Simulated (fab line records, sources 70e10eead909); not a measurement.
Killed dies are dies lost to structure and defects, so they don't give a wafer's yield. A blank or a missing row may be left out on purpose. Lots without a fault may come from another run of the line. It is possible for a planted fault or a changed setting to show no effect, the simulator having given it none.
fab line records    flow nandHarc
record: lots: 5  wafers: 15  lastDay: 24
route steps=1159 shown P_ZERO_WELL@8 P_STI@85 END@1159
lots untouched by any fault: they come from a run of this same line in which no faults occurred
startH: hours from the record's first day to the start of the lot's first wafer shown    waitH: hours from the lot's prior step to this one    " the same as in the row above    L1.1+2: a single row standing in for several wafers    - no value, or no start given    * or withheld: withheld    < > ~ a bound
route shown NAME@n: NAME is a module with steps in the file, n the number in the route of the first one    usual: the fault-free wafers' mean and standard deviation    same: alike in all rows    chamber/n: place in a boat    sites: the reading at each site    _std_site: the standard deviation of these    _edge_site: mean of outer sites minus mean of inner sites    radiusMm: for every site, how far away it sits from the centre of the wafer    mask NAME#n: copy n    behind: tool/chamber where the wafer was last shaped    hold: reason for holding the lot/hours on hold/outcome of the hold    device: names the non-switching transistor (n, p or np)    end of line: the route-end tests of the same wafers    step lacking rows: just its recipe    killed: count of dies lost to structure and defects at first sort (not the wafer's yield)    map: a wafer's dies, marking killed ones x, the rest . and places with no die _
set.NAME: the setting that was run; set.NAME@STEP: the one run at that earlier step    model.NAME: the simulator's own value behind a step, which no gauge read
certain route steps with their lots: each step a table, each wafer a row
services: a tool's chamber out of use, with start hour (startH, from the record's first day; less than 0 if before it), hours out, and reason
== steps ==
step: NHARC_P_ZERO_WELL_COAT_05
recipe: spinRpm: 2000  resistThkNm: 600
step: NHARC_P_ZERO_WELL_SOFTBAKE_06
recipe: tempC: 125  timeS: 70
step: NHARC_P_ZERO_WELL_EBR_07
step: NHARC_P_ZERO_WELL_EXPOSE_08
recipe: na: 0.55  targetCdNm: 500  doseMj: 33.8  maskId: P_ZERO
step: NHARC_P_ZERO_WELL_PEB_09
recipe: pebTempC: 128  pebTimeS: 80
step: NHARC_P_ZERO_WELL_DEVELOP_10
recipe: timeS: 50  devTempC: 22
step: NHARC_P_ZERO_WELL_CD_MEAS_11
recipe: targetCdNm: 500  landingEnergyEv: 500
usual: cdNm: 501.0/1.9
lot.wafer  tool      chamber  startH  waitH  cdNm
L781.1     cdSem-02  0        19.33   -      501.9
L781.2     "         0        "       "      500.6
L781.3     "         0        "       "      501.7
L783.2     cdSem-02  0        31.24   -      498.2
L783.3     "         0        "       "      498.6
L783.4     "         0        "       "      496.1
L794.1     cdSem-03  0        97.24   -      500.4
L794.2     "         0        "       "      502.5
L794.3     "         0        "       "      504.4
L796.3     cdSem-01  0        109.26  -      495.9
L796.5     "         0        "       "      502.8
L796.6     "         0        "       "      497.7
L802.3     cdSem-03  0        145.25  -      501.4
L802.5     "         0        "       "      501.5
L802.6     "         0        "       "      500.5
step: NHARC_P_ZERO_WELL_HARDBAKE_12
recipe: tempC: 118  timeS: 65
step: NHARC_P_ZERO_WELL_DESCUM_13
recipe: timeS: 3  o2FlowSccm: 200  arFlowSccm: 0  biasPowerW: 0  chemistry: O2
usual: drypumpMotorCurrentA: 5.8/0.48  oesProductAu: 1.003/0.0086  rfVppV: 57.8/0.9  showerheadPlenumPTorr: 1.93/0.11  throttleValvePct: 11.311/0.0097
lot.wafer  tool        chamber  startH  waitH  drypumpMotorCurrentA  oesProductAu  rfHoursCounterH  rfVppV  showerheadPlenumPTorr  throttleValvePct
L781.3     rieDiel-12  1        19.49   -      6.2                   0.987         11.4             57.5    2.05                   11.314
L781.2     "           2        "       "      5.8                   0.992         10.9             59.5    2.07                   11.310
L781.1     "           0        "       "      6.5                   1.000         11.0             58.1    2.07                   11.305
L783.2     rieDiel-01  2        31.41   -      6.0                   1.018         5.1              57.7    1.83                   11.309
L783.3     "           0        "       "      6.1                   1.009         5.0              56.3    1.80                   11.312
L783.4     "           1        "       "      4.8                   1.008         4.9              57.8    2.04                   11.303
L794.1     rieDiel-01  0        97.39   -      6.0                   1.002         9.9              58.1    1.80                   11.310
L794.3     "           1        "       "      4.8                   1.012         9.3              59.0    2.04                   11.324
L794.2     "           3        "       "      5.8                   1.000         9.3              57.4    1.87                   11.323
L796.3     rieDiel-08  1        109.42  -      5.9                   1.005         10.4             57.4    1.79                   11.318
L796.6     "           0        "       "      6.3                   1.010         -                56.9    1.90                   11.335
L796.5     "           1        "       "      5.9                   1.000         -                58.4    1.79                   11.303
L802.3     rieDiel-12  3        145.41  -      5.0                   0.994         6.7              57.5    1.83                   11.324
L802.6     "           2        "       "      5.8                   1.004         -                57.4    2.07                   11.323
L802.5     "           3        "       "      5.0                   0.995         -                57.5    1.83                   11.303
step: NHARC_P_ZERO_WELL_ETCH_65
recipe: targetDepthA: 800  overetchA: 240  timeS: 87.88  ionEnergyEv: 200  n2FlowSccm: 150  h2FlowSccm: 150  arFlowSccm: 0  rfW: 400  biasW: 150  chemistry: N2/H2
step: NHARC_P_ZERO_WELL_ETCH_62
recipe: targetDepthA: 130  timeS: 6.5  chf3FlowSccm: 50  arFlowSccm: 200  rfW: 500  biasW: 200  chemistry: CHF3/Ar
usual: drypumpMotorCurrentA: 5.8/0.49  oesProductAu: 0.964/0.016  rfVppV: 371.0/2.8  showerheadPlenumPTorr: 2.36/0.13  throttleValvePct: 20.217/0.0087
lot.wafer  tool        chamber  startH  waitH  drypumpMotorCurrentA  oesProductAu  rfHoursCounterH  rfVppV  showerheadPlenumPTorr  throttleValvePct
L781.3     rieDiel-12  1        -       -      6.2                   0.947         11.5             375.2   2.51                   20.210
L781.1     "           2        "       "      5.8                   0.951         10.9             375.2   2.53                   20.216
L781.2     "           0        "       "      6.5                   0.958         11.1             373.9   2.52                   20.221
L783.2     rieDiel-01  2        -       -      6.0                   0.985         5.1              367.8   2.25                   20.216
L783.4     "           3        "       "      5.8                   0.973         4.2              369.0   2.30                   20.219
L783.3     "           0        "       "      6.1                   0.975         5.1              367.8   2.21                   20.210
L794.2     rieDiel-01  0        -       -      6.0                   0.966         9.9              368.5   2.21                   20.216
L794.3     "           1        "       "      4.8                   0.962         9.3              374.2   2.49                   20.229
L794.1     "           2        "       "      6.0                   0.980         9.9              369.1   2.25                   20.211
L796.3     rieDiel-08  3        -       -      5.6                   0.951         9.0              371.1   2.35                   20.207
L796.5     "           3        "       "      5.7                   0.974         -                371.7   2.35                   20.204
L796.6     "           0        "       "      6.3                   0.960         -                370.5   2.33                   20.220
L802.3     rieDiel-12  3        -       -      5.0                   0.958         6.7              369.1   2.24                   20.206
L802.5     "           3        "       "      5.0                   0.970         -                369.0   2.24                   20.212
L802.6     "           0        "       "      6.5                   0.974         -                375.8   2.52                   20.217
step: NHARC_P_ZERO_WELL_ETCH_63
recipe: targetDepthA: 1200  timeS: 40.1  hbrFlowSccm: 150  cl2FlowSccm: 50  rfW: 400  icpW: 400  biasW: 100  chemistry: HBr/Cl2
usual: drypumpMotorCurrentA: 5.5/0.52  oesProductAu: 1.000/0.0099  throttleValvePct: 26.407/0.0098
lot.wafer  tool      chamber  startH  waitH  drypumpMotorCurrentA  oesProductAu  rfHoursCounterH  throttleValvePct
L781.3     rieSi-04  2        19.78   -      4.7                   1.000         0.5              26.400
L781.2     "         3        "       "      5.5                   1.021         0.7              26.414
L781.1     "         1        "       "      5.9                   0.993         0.5              26.422
L783.4     rieSi-05  3        31.67   -      5.9                   0.997         1.1              26.376
L783.3     "         0        "       "      5.2                   0.996         1.3              26.399
L783.2     "         2        "       "      5.9                   1.017         1.2              26.413
L794.3     rieSi-05  3        97.65   -      5.9                   0.995         0.2              26.425
L794.2     "         0        "       "      5.2                   0.998         0.2              26.419
L794.1     "         2        "       "      5.9                   1.016         0.2              26.402
L796.3     rieSi-01  1        109.75  -      6.5                   0.998         1.5              26.418
L796.6     "         2        "       "      5.3                   0.991         -                26.410
L796.5     "         1        "       "      6.5                   1.001         -                26.401
L802.3     rieSi-04  2        145.67  -      4.7                   1.012         0.4              26.419
L802.5     "         1        "       "      5.9                   0.998         -                26.417
L802.6     "         2        "       "      4.7                   1.006         -                26.413
step: NHARC_P_ZERO_WELL_STRIP_15
recipe: timeS: 900  tempC: 130  chemistry: SPM
lot.wafer   tool         chamber  startH  waitH
L781.3+2+1  wetBench-04  0,2,3    19.94   -
L783.3+2+4  wetBench-04  7,0,4    31.82   -
L794.3+2+1  wetBench-04  7,0,3    97.81   -
L796.3+6+5  wetBench-04  6,1,2    109.89  -
L802.6+5+3  wetBench-03  6,0,1    145.82  -
step: NHARC_P_ZERO_WELL_DEHYDRATE_16
recipe: tempC: 150  timeS: 120
step: NHARC_P_ZERO_WELL_HMDS_17
recipe: timeS: 30
step: NHARC_P_ZERO_WELL_COAT_18
recipe: spinRpm: withheld
step: NHARC_P_ZERO_WELL_SOFTBAKE_19
recipe: tempC: 122  timeS: 95
step: NHARC_P_ZERO_WELL_EBR_20
step: NHARC_P_ZERO_WELL_EXPOSE_21
recipe: na: 0.6  targetCdNm: 720  doseMj: 22.31  maskId: P_NWELL
step: NHARC_P_ZERO_WELL_PEB_22
recipe: pebTempC: 118  pebTimeS: 85
step: NHARC_P_ZERO_WELL_DEVELOP_23
recipe: timeS: 70
step: NHARC_P_ZERO_WELL_CD_MEAS_24
recipe: targetCdNm: 720  landingEnergyEv: 500
usual: cdNm: 720.1/2.1
lot.wafer  tool      chamber  startH  waitH  cdNm
L781.1     cdSem-03  0        20.72   -      718.8
L781.2     "         0        "       "      715.5
L781.3     "         0        "       "      717.0
L783.2     cdSem-02  0        32.48   -      716.5
L783.3     "         0        "       "      717.7
L783.4     "         0        "       "      715.9
L794.1     cdSem-01  0        98.58   -      722.2
L794.2     "         0        "       "      722.9
L794.3     "         0        "       "      723.5
L796.3     cdSem-01  0        110.56  -      718.6
L796.5     "         0        "       "      718.2
L796.6     "         0        "       "      719.1
L802.3     cdSem-02  0        146.60  -      721.1
L802.5     "         0        "       "      719.1
L802.6     "         0        "       "      721.7
step: NHARC_P_ZERO_WELL_HARDBAKE_25
recipe: tempC: 125  timeS: 80
step: NHARC_P_ZERO_WELL_DESCUM_26
recipe: timeS: 3  o2FlowSccm: 200  arFlowSccm: 0  biasPowerW: 0  chemistry: O2
usual: drypumpMotorCurrentA: 5.8/0.44  oesProductAu: 1.005/0.0087  rfVppV: 57.9/0.85  showerheadPlenumPTorr: 1.91/0.1  throttleValvePct: 11.312/0.0088
lot.wafer  tool        chamber  startH  waitH  drypumpMotorCurrentA  oesProductAu  rfHoursCounterH  rfVppV  showerheadPlenumPTorr  throttleValvePct
L781.3     rieDiel-12  0        20.88   -      6.5                   1.001         11               58.4    2.07                   11.325
L781.1     "           1        "       "      6.3                   1.005         12               58.3    2.05                   11.314
L781.2     "           2        "       "      5.8                   0.993         11               58.2    2.07                   11.300
L783.4     rieDiel-08  3        32.65   -      5.7                   1.005         5                57.5    1.92                   11.327
L783.3     "           0        "       "      6.3                   1.008         5                56.3    1.90                   11.300
L783.2     "           1        "       "      5.9                   1.014         6                57.8    1.79                   11.301
L794.2     rieDiel-08  1        98.74   -      6.0                   0.995         10               57.0    1.79                   11.305
L794.1     "           2        "       "      5.4                   1.005         9                59.0    1.85                   11.328
L794.3     "           0        "       "      6.3                   1.015         9                58.0    1.90                   11.313
L796.3     rieDiel-01  3        110.73  -      5.8                   1.002         10               57.4    1.87                   11.315
L796.6     "           2        "       "      6.0                   1.030         -                57.9    1.83                   11.305
L796.5     "           3        "       "      5.8                   1.015         -                57.9    1.87                   11.308
L802.3     rieDiel-08  2        146.79  -      5.4                   1.000         1                58.1    1.85                   11.313
L802.5     "           3        "       "      5.7                   1.004         -                58.0    1.92                   11.307
L802.6     "           0        "       "      6.3                   1.007         -                58.0    1.90                   11.306
step: NHARC_P_ZERO_WELL_IMPLANT_27
recipe: energyKev: 600  doseCm2: 1e+13  tiltDeg: 7
step: NHARC_P_ZERO_WELL_IMPLANT_57
recipe: energyKev: 250  doseCm2: 4e+12  tiltDeg: 7
step: NHARC_P_ZERO_WELL_IMPLANT_58
recipe: energyKev: 100  doseCm2: 2e+12  tiltDeg: 7
step: NHARC_P_ZERO_WELL_STRIP_28
recipe: timeS: 840  tempC: 130  chemistry: SPM
step: NHARC_P_ZERO_WELL_DEHYDRATE_29
recipe: tempC: 150  timeS: 120
step: NHARC_P_ZERO_WELL_HMDS_30
recipe: timeS: 30
step: NHARC_P_ZERO_WELL_COAT_31
recipe: spinRpm: withheld
step: NHARC_P_ZERO_WELL_SOFTBAKE_32
recipe: tempC: 122  timeS: 95
step: NHARC_P_ZERO_WELL_EBR_33
step: NHARC_P_ZERO_WELL_EXPOSE_34
recipe: na: 0.6  targetCdNm: 720  doseMj: 22.31  maskId: P_PWELL
step: NHARC_P_ZERO_WELL_PEB_35
recipe: pebTempC: 118  pebTimeS: 85
step: NHARC_P_ZERO_WELL_DEVELOP_36
recipe: timeS: 70
step: NHARC_P_ZERO_WELL_CD_MEAS_37
recipe: targetCdNm: 720  landingEnergyEv: 500
usual: cdNm: 720.9/1.5
lot.wafer  tool      chamber  startH  waitH  cdNm
L781.1     cdSem-02  0        22.41   -      719.3
L781.2     "         0        "       "      718.4
L781.3     "         0        "       "      717.8
L783.2     cdSem-03  0        34.00   -      722.4
L783.3     "         0        "       "      721.1
L783.4     "         0        "       "      721.3
L794.1     cdSem-02  0        100.10  -      721.3
L794.2     "         0        "       "      720.0
L794.3     "         0        "       "      721.5
L796.3     cdSem-03  0        112.20  -      721.2
L796.5     "         0        "       "      722.0
L796.6     "         0        "       "      721.7
L802.3     cdSem-02  0        148.16  -      722.5
L802.5     "         0        "       "      722.7
L802.6     "         0        "       "      722.2
step: NHARC_P_ZERO_WELL_HARDBAKE_38
recipe: tempC: 125  timeS: 80
step: NHARC_P_ZERO_WELL_DESCUM_39
recipe: timeS: 3  o2FlowSccm: 200  arFlowSccm: 0  biasPowerW: 0  chemistry: O2
usual: drypumpMotorCurrentA: 5.8/0.51  oesProductAu: 1.003/0.0098  rfVppV: 57.8/1.1  showerheadPlenumPTorr: 1.94/0.11  throttleValvePct: 11.311/0.0087
lot.wafer  tool        chamber  startH  waitH  drypumpMotorCurrentA  oesProductAu  rfHoursCounterH  rfVppV  showerheadPlenumPTorr  throttleValvePct
L781.1     rieDiel-12  2        22.57   -      5.8                   0.992         11               57.3    2.07                   11.310
L781.3     "           0        "       "      6.5                   1.004         11               58.7    2.07                   11.331
L781.2     "           1        "       "      6.3                   1.007         12               58.4    2.05                   11.312
L783.2     rieDiel-01  1        34.16   -      4.8                   1.015         6                57.7    2.04                   11.305
L783.4     "           3        "       "      5.8                   1.013         5                58.8    1.87                   11.311
L783.3     "           0        "       "      6.0                   1.009         6                56.8    1.80                   11.296
L794.1     rieDiel-12  3        100.26  -      5.0                   0.985         4                55.4    1.83                   11.305
L794.3     "           1        "       "      6.3                   1.005         5                58.7    2.05                   11.319
L794.2     "           2        "       "      5.8                   0.990         4                56.3    2.07                   11.310
L796.3     rieDiel-01  1        112.35  -      4.8                   1.011         10               58.7    2.04                   11.313
L796.5     "           1        "       "      4.8                   1.000         -                57.2    2.04                   11.324
L796.6     "           2        "       "      6.0                   1.019         -                56.9    1.83                   11.302
L802.3     rieDiel-12  1        148.33  -      6.3                   1.011         9                56.5    2.05                   11.322
L802.6     "           0        "       "      6.5                   0.993         -                57.9    2.06                   11.318
L802.5     "           1        "       "      6.3                   1.010         -                59.5    2.05                   11.310
step: NHARC_P_ZERO_WELL_IMPLANT_40
recipe: energyKev: 300  doseCm2: 1e+13  tiltDeg: 7
step: NHARC_P_ZERO_WELL_IMPLANT_59
recipe: energyKev: 120  doseCm2: 5e+12  tiltDeg: 7
step: NHARC_P_ZERO_WELL_IMPLANT_60
recipe: energyKev: 30  doseCm2: 2e+12  tiltDeg: 7
step: NHARC_P_ZERO_WELL_INSPECT_43
usual: rawDefectCount: 14/6.1
lot.wafer  tool              chamber  startH  waitH  rawDefectCount
L781.1     defectInspect-02  -        25.80   0.6    21
L781.2     "                 -        "       "      14
L781.3     "                 -        "       "      14
L783.2     defectInspect-01  -        42.36   0.5    5
L783.3     "                 -        "       "      6
L783.4     "                 -        "       "      9
L794.1     defectInspect-02  -        103.52  0.6    15
L794.2     "                 -        "       "      15
L794.3     "                 -        "       "      9
L796.3     defectInspect-02  -        115.66  0.4    9
L796.5     "                 -        "       "      802
L796.6     "                 -        "       "      20
L802.3     defectInspect-01  -        151.76  0.3    15
L802.5     "                 -        "       "      6
L802.6     "                 -        "       "      8
step: NHARC_P_STI_INSPECT_11
usual: rawDefectCount: 5.8/2.7
lot.wafer  tool              chamber  startH  waitH  rawDefectCount
L781.1     defectInspect-02  -        41.30   0.0    4
L781.2     "                 -        "       "      5
L781.3     "                 -        "       "      11
L783.2     defectInspect-02  -        62.52   0.0    4
L783.3     "                 -        "       "      5
L783.4     "                 -        "       "      8
L794.1     defectInspect-02  -        118.83  0.0    7
L794.2     "                 -        "       "      3
L794.3     "                 -        "       "      5
L796.3     defectInspect-01  -        132.36  0.0    10
L796.5     "                 -        "       "      789
L796.6     "                 -        "       "      6
L802.3     defectInspect-01  -        167.21  0.0    5
L802.5     "                 -        "       "      4
L802.6     "                 -        "       "      9
step: NHARC_END_SORT_01
recipe: tempC: 25
usual: killedAtArray: 28/11  killedAtOther: 0.5/0.85  killedAtPeriphery: 2.7/1.9  killedDies: 32/12  killedOpen: 3.3/1.6  killedShort: 2.1/1.5
same: grossDies: 677
lot.wafer  tool       chamber  startH  waitH  killedAtArray  killedAtOther  killedAtPeriphery  killedDies  killedOpen  killedShort
L781.1     prober-01  0        464.90  2.5    19             1              0                  20          5           4
L781.2     prober-01  0        465.70  2.8    13             0              2                  15          3           2
L781.3     prober-01  0        466.50  3.1    14             0              2                  16          2           3
L794.1     prober-02  0        512.95  2.5    65             1              5                  71          2           2
L794.2     prober-02  0        513.74  2.8    37             0              2                  39          3           2
L794.3     prober-02  0        514.53  3.1    51             1              1                  53          3           2
L796.3     prober-02  0        549.96  3.1    31             0              1                  32          4           1
L796.5     prober-02  0        551.55  3.7    28             0              85                 113         2           2
L796.6     prober-02  0        552.35  4.0    22             0              2                  24          1           1
killed by level:class
L781.1 A_SLIT:chamberFilmFlake=8 A_WL_FILL:geometricParticle:open=2 A_WL_FILL:geometricParticle:short=2 A_CONTACT:chamberFilmFlake=2 A_ONON_D1:geometricParticle:open=1 A_STAIRCASE:geometricParticle:open=1 A_SGD_CUT:geometricParticle:short=1 A_CONTACT:geometricParticle:open=1
L781.2 A_SLIT:chamberFilmFlake=7 A_CONTACT:chamberFilmFlake=2 P_CONTACT:geometricParticle:open=1 P_CONTACT:geometricParticle:short=1 A_ONON_D1:geometricParticle:open=1 A_WL_FILL:geometricParticle:short=1 A_M0:geometricParticle:open=1 A_WL_FILL:chamberFilmFlake=1
L781.3 A_SLIT:chamberFilmFlake=6 A_CONTACT:chamberFilmFlake=2 P_CONTACT:geometricParticle:short=1 P_M0:geometricParticle:short=1 A_WL_FILL:geometricParticle:short=1 A_CONTACT:geometricParticle:open=1 A_M0:geometricParticle:open=1 A_ZERO_WELL:chamberFilmFlake=1
L794.1 A_CHANNEL_HOLE_D1:chamberFilmFlake=24 A_SLIT:chamberFilmFlake=18 A_STAIRCASE:chamberFilmFlake=11 A_CONTACT:chamberFilmFlake=6 A_CHANNEL_FILL_D1:chamberFilmFlake=3 P_ZERO_WELL:chamberFilmFlake=2 P_M1:chamberFilmFlake=2 P_M0:geometricParticle:open=1
L794.2 A_SLIT:chamberFilmFlake=14 A_CHANNEL_HOLE_D1:chamberFilmFlake=7 A_STAIRCASE:chamberFilmFlake=7 A_CONTACT:chamberFilmFlake=4 P_M0:geometricParticle:open=1 A_ONON_D1:geometricParticle:short=1 A_CHANNEL_HOLE_D1:geometricParticle:short=1 A_WL_FILL:geometricParticle:open=1
L794.3 A_SLIT:chamberFilmFlake=18 A_CHANNEL_HOLE_D1:chamberFilmFlake=15 A_STAIRCASE:chamberFilmFlake=11 A_CONTACT:chamberFilmFlake=2 A_CHANNEL_HOLE_D1:geometricParticle:short=1 A_CHANNEL_FILL_D1:geometricParticle:open=1 A_SGD_CUT:geometricParticle:open=1 A_M0:geometricParticle:open=1
L796.3 A_CHANNEL_HOLE_D1:chamberFilmFlake=12 A_ZERO_WELL:chamberFilmFlake=5 A_STAIRCASE:chamberFilmFlake=3 A_CONTACT:chamberFilmFlake=3 A_CHANNEL_FILL_D1:geometricParticle:open=2 A_WL_FILL:chamberFilmFlake=2 A_CHANNEL_FILL_D1:geometricParticle:short=1 A_CONTACT:geometricParticle:open=1
L796.5 P_ZERO_WELL:unspecified=84 A_CHANNEL_HOLE_D1:chamberFilmFlake=16 A_ZERO_WELL:chamberFilmFlake=3 A_WL_FILL:chamberFilmFlake=2 A_CONTACT:chamberFilmFlake=2 A_CHANNEL_FILL_D1:geometricParticle:open=1 A_CHANNEL_FILL_D1:geometricParticle:short=1 A_SGD_CUT:geometricParticle:short=1
L796.6 A_CHANNEL_HOLE_D1:chamberFilmFlake=11 A_STAIRCASE:chamberFilmFlake=4 A_CONTACT:chamberFilmFlake=3 A_ZERO_WELL:chamberFilmFlake=2 P_M0:geometricParticle:open=1 A_WL_FILL:geometricParticle:short=1 P_M1:chamberFilmFlake=1 A_WL_FILL:chamberFilmFlake=1
map L796.5 (x killed, . not)
____________.____________
_________......._________
_______..........._______
______..x..........______
_____..............._____
____................x____
____.................____
___...................___
___..................x___
__.....................__
__...............x.....__
_................xx....._
_......................._
_......................x_
_......................._
_................x......_
.........................
...........x.............
.........................
.........................
......x.x................
_.........x............._
_......................._
_..........x..x.x......._
_........x.xxx.x........_
_........xxxxxxxx......._
__.......xxxxxxx.......__
__.....xxxxxxxxxx..x...__
___....xxxxxxxxxxx....___
___......xxxxxxxx.xx..___
____.....xxxxxxxx....____
____....xxxxxxxxxxxx.____
_____....xxxxxxxxx.._____
______..x.xxxxxxxx.______
_______....xxxxxxx_______
_________..x...._________
____________.____________
map L781.1 (x killed, . not)
____________.____________
_________......._________
_______..........._______
______.............______
_____..............._____
____.................____
____............x....____
___...................___
___..x................___
__.....................__
__.....................__
_......................._
_......................._
_......................._
_......................._
_......................._
.........................
.........................
.........................
.........................
x........................
_......x..x.x..........._
_......xx.xx............_
_...................x..._
_.......x.........x.x..._
_.....x.....x..........._
__.x...................__
__.............x.......__
___...................___
___...................___
____.................____
____..........x......____
_____..............._____
______.............______
_______..........._______
_________......._________
____________x____________
== services ==
tool         chamber  startH  hours  kind
rieDiel-01   3        -1.05   9.5    repair
rieDiel-01   -        1.39    0.8    repair
rieDiel-12   0        4.45    -      clean
rieDiel-12   1        4.45    -      clean
rieDiel-12   2        4.45    -      clean
rieDiel-12   3        4.45    -      clean
rieDiel-01   0        12.86   8.0    repair
rieDiel-12   3        16.80   9.8    repair
rieDiel-12   -        21.95   0.1    repair
rieDiel-12   -        25.40   9.0    pm
rieDiel-12   1        42.84   1.2    repair
rieDiel-12   0        48.98   15.5   repair
rieDiel-01   -        54.85   0.8    repair
rieSi-05     -        62.00   9.0    pm
rieSi-01     0        65.77   76.5   repair
rieSi-04     1        66.85   3.6    repair
rieSi-04     1        74.94   8.5    repair
rieSi-05     1        91.99   2.2    repair
rieSi-04     -        99.00   9.0    pm
rieDiel-08   -        124.80  9.0    pm
rieSi-01     -        127.00  9.0    pm
rieDiel-12   -        131.49  1.0    repair
rieDiel-01   -        137.85  9.0    pm
wetBench-03  -        146.40  8.0    pm
== key ==
firstSign: step: NHARC_P_ZERO_WELL_INSPECT_43  reading: rawDefectCount  direction: up  sigmas: 99+  usual: 14  struck: 802
effect: step: NHARC_P_STI_INSPECT_11  reading: rawDefectCount  direction: up  sigmas: 99+  usual: 5.8  struck: 789
effect: step: NHARC_END_SORT_01  reading: killedAtPeriphery  direction: up  sigmas: 44  usual: 2.7  struck: 85
moreKillsBornAt: NHARC_P_ZERO_WELL_STRIP_15@wetBench-04: 84
metAt NHARC_P_ZERO_WELL_STRIP_15
struckWafers L796.5
testerLeftOut L796
onsetBetween 19.94 109.89
fault: kind: chamberParticleSource  tool: wetBench-04  chamber: 2  onsetH: 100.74  steps: NHARC_P_ZERO_WELL_STRIP_15  ratePerVisitCm2: 1.1655  endH: 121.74
testerLeftOut: of these lots the tester's yield and bins aren't shown, on N5 and GAA mostly nor the transistor test; their killed dies are dies lost to structure and defects alone, not to doping, threshold or leakage, so they don't give the yield
